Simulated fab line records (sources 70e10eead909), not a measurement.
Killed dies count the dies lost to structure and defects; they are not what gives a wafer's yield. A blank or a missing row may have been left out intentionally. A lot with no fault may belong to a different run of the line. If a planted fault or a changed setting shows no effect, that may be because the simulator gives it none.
fab line records	flow nand-harc
[record] lots = 13	wafers = 39	last-day = 26
route steps=1159 shown THIN_TSV@1103 END@1159
lots that met no fault: from a run of the same line without faults
start-h: start of the lot's first displayed wafer, in hours after the record's first day	wait-h: hours since the lot's step before	" unchanged from the row above	L1.1+2: a row that stands for several wafers	- no value, or no start given	* or withheld: withheld	< > ~ a bound
route shown NAME@n: names a module that has steps shown in the file, with the first one's number in the route	usual: mean/standard deviation taken from wafers without a fault	same: alike in all rows	chamber/n: place in a boat	sites: readings site by site	_std_site: standard deviation across them	_edge_site: the outer-site mean with the inner-site mean subtracted	radius-mm: for every site, how far away it sits from the centre of the wafer	mask NAME#n: copy n	behind: tool/chamber where the wafer was last shaped	hold: why the lot was held/for how many hours/how that ended	device: whichever transistor did not switch (one of n, p or np)	end of line: the route-end tests of the same wafers	where a step has no rows: the recipe by itself	killed: the dies lost at the first sort to structure and to defects; this is not the yield of the wafer	map: a wafer's dies, x killed, . not, _ none there
set.NAME: the run value of the setting; set.NAME@STEP: its run value at that earlier step	model.NAME: the simulator's own value behind a step, which no gauge read
steps of the route over a sample of lots; a table a step, a row a wafer
services: from which hour (start-h, from the record's first day; less than 0 if before it) a tool's chamber was out of use, for how many hours, and why
[[steps]]
[step NHARC_THIN_TSV_THK_MEAS_02]
[recipe] thk-meas-gauge = ir
[usual] thk-nm = 3012/180
lot.wafer	tool	chamber	start-h	wait-h	thk-nm
L418.1	film-metro-01	-	427.63	-	3130
L418.3	"	-	"	"	3537
L418.6	"	-	"	"	3320
L419.3	film-metro-02	-	432.04	-	3117
L419.4	"	-	"	"	2978
L419.5	"	-	"	"	3144
L422.1	film-metro-02	-	530.80	-	3035
L422.3	"	-	"	"	3167
L422.5	"	-	"	"	2995
L421.3	film-metro-01	-	532.03	-	3026
L421.5	"	-	"	"	2807
L421.6	"	-	"	"	2980
L423.2	film-metro-01	-	533.23	0.2	2841
L423.3	"	-	"	"	3291
L423.4	"	-	"	"	3136
L430.2	film-metro-01	-	542.81	-	3144
L430.3	"	-	"	"	2939
L430.4	"	-	"	"	3155
L433.1	film-metro-02	-	544.01	0.2	3017
L433.2	"	-	"	"	3326
L433.5	"	-	"	"	3071
L434.1	film-metro-01	-	547.63	-	2751
L434.3	"	-	"	"	2735
L434.6	"	-	"	"	2920
L438.1	film-metro-01	-	548.82	0.2	3339
L438.4	"	-	"	"	3364
L438.6	"	-	"	"	3177
L439.1	film-metro-02	-	557.62	-	2663
L439.2	"	-	"	"	2776
L439.4	"	-	"	"	3002
L436.2	film-metro-01	-	558.81	-	2992
L436.3	"	-	"	"	2702
L436.5	"	-	"	"	2892
L440.3	film-metro-02	-	567.25	-	2652
L440.5	"	-	"	"	2785
L440.6	"	-	"	"	3008
L441.1	film-metro-01	-	569.77	0.2	3070
L441.2	"	-	"	"	2880
L441.6	"	-	"	"	3205
[step NHARC_THIN_TSV_CD_MEAS_12]
[recipe] target-cd-nm = 1000	landing-energy-ev = 500
[usual] cd-nm = 1000.0/2.6
lot.wafer	tool	chamber	start-h	wait-h	cd-nm
L418.1	cd-sem-03	0	428.69	-	1002.7
L418.3	"	0	"	"	997.9
L418.6	"	0	"	"	1001.4
L419.3	cd-sem-02	0	433.10	-	1001.4
L419.4	"	0	"	"	997.2
L419.5	"	0	"	"	996.0
L422.1	cd-sem-03	0	531.74	-	1000.3
L422.3	"	0	"	"	1000.9
L422.5	"	0	"	"	1005.1
L421.3	cd-sem-01	0	533.09	-	997.9
L421.5	"	0	"	"	997.4
L421.6	"	0	"	"	997.5
L423.2	cd-sem-02	0	534.29	-	998.2
L423.3	"	0	"	"	999.9
L423.4	"	0	"	"	1005.0
L430.2	cd-sem-02	0	543.88	-	1001.2
L430.3	"	0	"	"	1005.6
L430.4	"	0	"	"	1002.7
L433.1	cd-sem-02	0	544.99	-	1001.9
L433.2	"	0	"	"	998.6
L433.5	"	0	"	"	1000.0
L434.1	cd-sem-03	0	548.77	-	997.9
L434.3	"	0	"	"	999.2
L434.6	"	0	"	"	1003.9
L438.1	cd-sem-02	0	549.88	-	998.3
L438.4	"	0	"	"	997.9
L438.6	"	0	"	"	997.8
L439.1	cd-sem-01	0	558.90	-	996.9
L439.2	"	0	"	"	1002.6
L439.4	"	0	"	"	1001.2
L436.2	cd-sem-02	0	559.74	-	1000.8
L436.3	"	0	"	"	997.4
L436.5	"	0	"	"	1002.4
L440.3	cd-sem-02	0	568.51	-	998.4
L440.5	"	0	"	"	1002.6
L440.6	"	0	"	"	995.9
L441.1	cd-sem-01	0	570.87	-	1000.6
L441.2	"	0	"	"	996.8
L441.6	"	0	"	"	997.9
[step NHARC_THIN_TSV_CD_MEAS_16]
[usual] cd-nm = 1000.2/2.7
lot.wafer	tool	chamber	start-h	wait-h	cd-nm
L418.1	cd-sem-03	-	429.65	0.1	1000.9
L418.3	"	-	"	"	998.3
L418.6	"	-	"	"	1002.4
L419.3	cd-sem-02	-	434.05	0.1	1000.6
L419.4	"	-	"	"	996.0
L419.5	"	-	"	"	994.1
L422.1	cd-sem-02	-	532.72	0.1	999.9
L422.3	"	-	"	"	1001.0
L422.5	"	-	"	"	1005.0
L421.3	cd-sem-02	-	534.05	0.1	996.5
L421.5	"	-	"	"	997.1
L421.6	"	-	"	"	998.0
L423.2	cd-sem-01	-	535.26	0.1	1000.6
L423.3	"	-	"	"	1001.4
L423.4	"	-	"	"	1005.3
L430.2	cd-sem-02	-	544.85	0.1	1000.8
L430.3	"	-	"	"	1005.2
L430.4	"	-	"	"	1003.5
L433.1	cd-sem-02	-	545.98	0.1	1001.9
L433.2	"	-	"	"	998.0
L433.5	"	-	"	"	998.7
L434.1	cd-sem-03	-	549.91	0.1	998.6
L434.3	"	-	"	"	999.2
L434.6	"	-	"	"	1004.9
L438.1	cd-sem-03	-	550.85	0.1	998.6
L438.4	"	-	"	"	999.2
L438.6	"	-	"	"	999.8
L439.1	cd-sem-02	-	559.85	0.1	997.7
L439.2	"	-	"	"	1001.7
L439.4	"	-	"	"	1001.5
L436.2	cd-sem-01	-	560.70	0.1	1000.0
L436.3	"	-	"	"	996.3
L436.5	"	-	"	"	1002.6
L440.3	cd-sem-03	-	569.47	0.1	999.4
L440.5	"	-	"	"	1004.5
L440.6	"	-	"	"	996.2
L441.1	cd-sem-03	-	571.84	0.1	1000.8
L441.2	"	-	"	"	997.6
L441.6	"	-	"	"	997.7
[step NHARC_THIN_TSV_ETCHBACK_48]
[recipe] target-depth-a = 10285	over-etch-frac = 0.3	time-s = 405.17	ion-energy-ev = 250	c4f8-flow-sccm = withheld	ar-flow-sccm = withheld	rf-w = 600	bias-w = 300	chemistry = C4F8/Ar
[usual] bias-w = 300.0/0.97	chamber-pressure-mTorr = 25.003/0.022	oes-product-au = 0.98/0.034	rf-vpp-V = 546/3.5
lot.wafer	tool	chamber	start-h	wait-h	bias-w	chamber-pressure-mTorr	oes-product-au	rf-hours-counter-h	rf-vpp-V
L418.1	rie-diel-10	0	431.08	-	301.2	24.966	0.92	4	544
L418.3	"	2	"	"	301.2	24.993	0.90	4	545
L418.6	"	0	"	"	300.6	24.976	0.92	-	544
L419.4	rie-diel-01	2	435.37	-	301.2	25.032	0.99	14	552
L419.3	"	0	"	"	300.4	25.022	1.01	14	548
L419.5	"	1	"	"	300.3	25.044	1.00	-	544
L422.1	rie-diel-01	0	534.07	-	-	-	-	-	-
L422.3	"	1	"	"	-	-	-	-	-
L422.5	"	3	"	"	-	-	-	-	-
L421.3	rie-diel-08	3	535.37	-	-	-	-	-	-
L421.5	"	2	"	"	-	-	-	-	-
L421.6	"	3	"	"	-	-	-	-	-
L423.3	rie-diel-01	1	536.58	-	-	-	-	-	-
L423.4	"	2	"	"	-	-	-	-	-
L423.2	"	3	"	"	-	-	-	-	-
L430.3	rie-diel-01	1	547.22	-	299.0	25.011	1.00	6	544
L430.2	"	2	"	"	300.3	25.000	0.97	5	553
L430.4	"	0	"	"	299.9	25.004	1.00	6	548
L433.1	rie-diel-08	1	548.09	-	301.3	25.003	1.02	5	552
L433.2	"	3	"	"	300.0	24.981	1.01	5	542
L433.5	"	2	"	"	300.6	25.002	1.00	-	546
L434.3	rie-diel-10	0	551.20	-	299.7	24.996	0.99	2	542
L434.1	"	2	"	"	299.6	25.002	0.99	2	544
L434.6	"	0	"	"	298.8	24.984	1.00	-	543
L438.1	rie-diel-08	2	552.17	-	299.0	24.995	0.93	5	546
L438.4	"	1	"	"	299.3	25.012	0.94	6	552
L438.6	"	2	"	"	298.4	24.972	0.92	-	546
L439.1	rie-diel-01	1	561.19	-	300.3	25.043	0.92	8	544
L439.2	"	2	"	"	298.8	24.982	0.91	8	552
L439.4	"	3	"	"	299.4	25.035	0.94	8	545
L436.3	rie-diel-01	0	562.01	-	299.8	25.011	0.98	9	546
L436.2	"	2	"	"	300.3	24.989	0.96	8	552
L436.5	"	0	"	"	300.1	24.955	0.97	-	547
L440.3	rie-diel-01	3	571.11	-	299.8	24.973	1.02	9	545
L440.5	"	2	"	"	300.6	24.989	0.97	-	551
L440.6	"	3	"	"	297.3	25.010	1.02	-	545
L441.1	rie-diel-10	2	573.21	-	301.5	25.004	0.92	4	542
L441.2	"	1	"	"	300.1	24.987	0.92	4	545
L441.6	"	2	"	"	301.8	24.994	0.93	-	544
[step NHARC_END_SORT_01]
[recipe] temp-c = 25
[usual] defect-limited-yield = 95.4/1.7	killed-at-array = 27/12	killed-at-other = 0.9/1.1	killed-at-periphery = 3.2/2.4	killed-dies = 31/12	killed-open = 3.3/1.7	killed-short = 2.0/1.6	sort_bin_2_pct = 1.5/0.74	sort_bin_3_pct = 0.25/0.22	sort_bin_4_pct = 2.9/1.1	sort-n-pass = 646/12	sort-rim-yield-pct = 97.2/1.8	sort-yield-pct = 95.4/1.7
[same] gross-dies = 677	sort_bin_5_pct[%] = 0	sort_bin_6_pct[%] = 0	sort_bin_7_pct[%] = 0	sort_bin_8_pct[%] = 0	sort-rim-n-gross = 106.00
lot.wafer	tool	chamber	start-h	wait-h	defect-limited-yield[%]	killed-at-array	killed-at-other	killed-at-periphery	killed-dies	killed-open	killed-short	sort_bin_2_pct[%]	sort_bin_3_pct[%]	sort_bin_4_pct[%]	sort-n-pass	sort-rim-yield-pct[%]	sort-yield-pct[%]
L422.1	prober-01	0	547.87	2.5	0	18	657	2	677	3	1	97.9	0.30	1.8	0	0	0
L422.3	prober-01	0	549.51	3.1	0	19	657	1	677	0	1	97.6	0.15	2.2	0	0	0
L422.5	prober-01	0	551.15	3.8	0	14	662	1	677	0	2	97.9	0	2.1	0	0	0
L421.3	prober-02	0	549.50	3.1	0	19	652	6	677	4	6	96.9	0.15	3.0	0	0	0
L421.5	prober-02	0	551.11	3.7	0	19	656	2	677	3	2	97.8	0.30	1.9	0	0	0
L421.6	prober-02	0	551.92	4.0	0	21	653	3	677	6	3	98.1	0.30	1.6	0	0	0
L423.2	prober-02	0	556.53	2.8	0	9	667	1	677	4	2	99.1	0	0.9	0	0	0
L423.3	prober-02	0	557.32	3.1	0	10	665	2	677	0	1	98.8	0	1.2	0	0	0
L423.4	prober-02	0	558.12	3.4	0	15	661	1	677	5	3	98.1	0	1.9	0	0	0
L430.2	prober-02	0	587.67	2.8	96.2	21	0	5	26	6	2	0.6	0.59	2.7	651	97.2	96.2
L430.3	prober-02	0	588.47	3.1	97.3	15	0	3	18	5	0	0.4	0.15	2.1	659	99.1	97.3
L430.4	prober-02	0	589.27	3.4	96.0	22	2	3	27	5	2	1.5	0.44	2.1	650	97.2	96.0
L433.1	prober-02	0	594.70	2.5	95.7	27	0	2	29	2	1	0.7	0.44	3.1	648	98.1	95.7
L433.2	prober-02	0	595.50	2.8	94.5	34	1	2	37	4	3	2.4	0.44	2.7	640	96.2	94.5
L433.5	prober-02	0	597.90	3.7	94.8	33	0	2	35	2	1	1.6	0.44	3.1	642	99.1	94.8
// killed by level:class
L422.1 THIN_TSV:area-etchback=655 A_SLIT:chamber-film-flake=10 A_CONTACT:chamber-film-flake=5 THIN_TSV:chamber-film-flake=2 P_CONTACT:geometric-particle:open=1 P_M1:geometric-particle:open=1 A_WL_FILL:geometric-particle:open=1 A_WL_FILL:geometric-particle:short=1
L421.3 THIN_TSV:area-etchback=651 A_CHANNEL_HOLE_D1:chamber-film-flake=8 A_CONTACT:chamber-film-flake=4 A_CHANNEL_FILL_D1:geometric-particle:short=2 P_CONTACT:chamber-film-flake=2 P_CONTACT:geometric-particle:open=1 P_M0:geometric-particle:short=1 P_M0:geometric-particle:open=1
L422.3 THIN_TSV:area-etchback=656 A_SLIT:chamber-film-flake=12 A_CHANNEL_HOLE_D1:chamber-film-flake=2 A_STAIRCASE:chamber-film-flake=2 A_CONTACT:chamber-film-flake=2 A_CHANNEL_FILL_D1:geometric-particle:short=1 P_GATE:chamber-film-flake=1 THIN_TSV:chamber-film-flake=1
L421.5 THIN_TSV:area-etchback=656 A_CHANNEL_HOLE_D1:chamber-film-flake=10 A_CONTACT:chamber-film-flake=5 P_CONTACT:geometric-particle:open=1 A_CHANNEL_FILL_D1:geometric-particle:open=1 A_CHANNEL_FILL_D1:geometric-particle:short=1 A_SGD_CUT:geometric-particle:short=1 A_SGD_CUT:geometric-particle:open=1
L422.5 THIN_TSV:area-etchback=660 A_SLIT:chamber-film-flake=8 A_CHANNEL_FILL_D1:chamber-film-flake=3 A_CONTACT:chamber-film-flake=2 THIN_TSV:chamber-film-flake=2 P_GATE:geometric-particle:short=1 A_CHANNEL_FILL_D1:geometric-particle:short=1
L421.6 THIN_TSV:area-etchback=653 A_CHANNEL_HOLE_D1:chamber-film-flake=13 A_WL_FILL:geometric-particle:short=2 P_GATE:geometric-particle:open=1 P_M0:geometric-particle:open=1 A_CHANNEL_FILL_D1:geometric-particle:short=1 A_WL_FILL:geometric-particle:open=1 A_CONTACT:geometric-particle:open=1
L423.2 THIN_TSV:area-etchback=667 A_WL_FILL:geometric-particle:open=2 A_STAIRCASE:chamber-film-flake=2 A_SGD_CUT:geometric-particle:short=1 A_WL_FILL:geometric-particle:short=1 A_CONTACT:geometric-particle:open=1 A_BLC:geometric-particle:open=1 P_GATE:chamber-film-flake=1
L423.3 THIN_TSV:area-etchback=665 A_CONTACT:chamber-film-flake=3 A_ZERO_WELL:chamber-film-flake=2 A_CHANNEL_HOLE_D1:chamber-film-flake=2 A_ONON_D1:geometric-particle:short=1 P_STI:chamber-film-flake=1 P_GATE:chamber-film-flake=1 A_CHANNEL_FILL_D1:chamber-film-flake=1
L423.4 THIN_TSV:area-etchback=661 A_CHANNEL_HOLE_D1:chamber-film-flake=4 P_GATE:geometric-particle:open=1 A_ONON_D1:geometric-particle:open=1 A_CHANNEL_HOLE_D1:geometric-particle:open=1 A_CHANNEL_FILL_D1:geometric-particle:short=1 A_STAIRCASE:geometric-particle:short=1 A_WL_FILL:geometric-particle:open=1
L430.2 A_CHANNEL_HOLE_D1:chamber-film-flake=5 A_CONTACT:chamber-film-flake=5 A_STAIRCASE:chamber-film-flake=4 A_CONTACT:geometric-particle:open=3 P_M0:chamber-film-flake=2 P_CONTACT:geometric-particle:open=1 A_ONON_D1:geometric-particle:short=1 A_ONON_D1:geometric-particle:open=1
L430.3 A_CONTACT:chamber-film-flake=5 A_CHANNEL_HOLE_D1:chamber-film-flake=3 A_WL_FILL:geometric-particle:open=2 A_STAIRCASE:chamber-film-flake=2 P_M1:geometric-particle:open=1 A_CONTACT:geometric-particle:open=1 A_BLC:geometric-particle:open=1 P_STI:chamber-film-flake=1
L430.4 A_CHANNEL_HOLE_D1:chamber-film-flake=7 A_STAIRCASE:chamber-film-flake=6 P_GATE:chamber-film-flake=2 A_CONTACT:chamber-film-flake=2 P_CONTACT:geometric-particle:short=1 HYBRID_BOND:chamber-film-flake=1 A_CHANNEL_FILL_D1:geometric-particle:open=1 A_SGD_CUT:geometric-particle:open=1
L433.1 A_CHANNEL_HOLE_D1:chamber-film-flake=18 A_STAIRCASE:chamber-film-flake=3 A_CONTACT:chamber-film-flake=2 A_ONON_D1:geometric-particle:open=1 A_CHANNEL_FILL_D1:geometric-particle:short=1 A_CHANNEL_FILL_D1:geometric-particle:open=1 P_STI:chamber-film-flake=1 P_GATE:chamber-film-flake=1
L433.2 A_CHANNEL_HOLE_D1:chamber-film-flake=23 A_CONTACT:geometric-particle:short=2 A_STAIRCASE:chamber-film-flake=2 A_ONON_D1:geometric-particle:open=1 A_STAIRCASE:geometric-particle:open=1 A_WL_FILL:geometric-particle:short=1 A_CONTACT:geometric-particle:open=1 A_M0:geometric-particle:open=1
L433.5 A_CHANNEL_HOLE_D1:chamber-film-flake=21 A_CONTACT:chamber-film-flake=5 A_STAIRCASE:chamber-film-flake=3 P_GATE:geometric-particle:open=1 A_ONON_D1:geometric-particle:open=1 A_WL_FILL:geometric-particle:short=1 P_GATE:chamber-film-flake=1 A_ZERO_WELL:chamber-film-flake=1
[[services]]
tool	chamber	start-h	hours	kind
rie-diel-01	0	421.80	-	clean
rie-diel-01	1	421.80	-	clean
rie-diel-01	2	421.80	-	clean
rie-diel-01	3	421.80	-	clean
rie-diel-01	0	446.30	-	clean
rie-diel-01	1	446.30	-	clean
rie-diel-01	2	446.30	-	clean
rie-diel-01	3	446.30	-	clean
rie-diel-08	0	470.65	3.2	repair
rie-diel-01	0	470.97	-	clean
rie-diel-01	1	470.97	-	clean
rie-diel-01	2	470.97	-	clean
rie-diel-01	3	470.97	-	clean
rie-diel-08	0	476.87	1.5	repair
rie-diel-08	-	478.80	9.0	pm
rie-diel-01	-	491.80	9.0	pm
rie-diel-01	0	491.80	9.0	vent-cycle
rie-diel-01	1	491.80	9.0	vent-cycle
rie-diel-01	2	491.80	9.0	vent-cycle
rie-diel-01	3	491.80	9.0	vent-cycle
rie-diel-08	0	512.74	3.9	repair
rie-diel-10	0	526.66	3.2	repair
rie-diel-10	-	530.50	9.0	pm
rie-diel-10	3	541.56	15.6	repair
[[key]]
[first-sign] step = NHARC_THIN_TSV_ETCHBACK_48	reading = tool-record	direction = missing
[effect] step = NHARC_END_SORT_01	reading = killed-at-other	direction = up	sigmas = 99+	usual = 0.9	struck = 658.9
[more-kills-born-at] NHARC_THIN_TSV_ETCHBACK_48@rie-diel-01 = 3964	NHARC_THIN_TSV_ETCHBACK_48@rie-diel-08 = 1960
met-at NHARC_THIN_TSV_ETCHBACK_48
struck-lots L421,L422,L423
later-rows-left-out L421.3,L421.5,L421.6,L422.1,L422.3,L422.5,L423.2,L423.3,L423.4
not-acting-at NHARC_THIN_TSV_THK_MEAS_02,NHARC_THIN_TSV_CD_MEAS_12,NHARC_THIN_TSV_CD_MEAS_16
onset-between 435.37 534.07
[fault] kind = skipped-step-whole	tool = rie-diel-01,rie-diel-08	chamber = -	onset-h = 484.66	steps = NHARC_THIN_TSV_ETCHBACK_48	scope = struck-lots-only
// later-rows-left-out: the simulator's readings of these wafers behind a module that went badly wrong aren't trusted and aren't shown, but for the sort
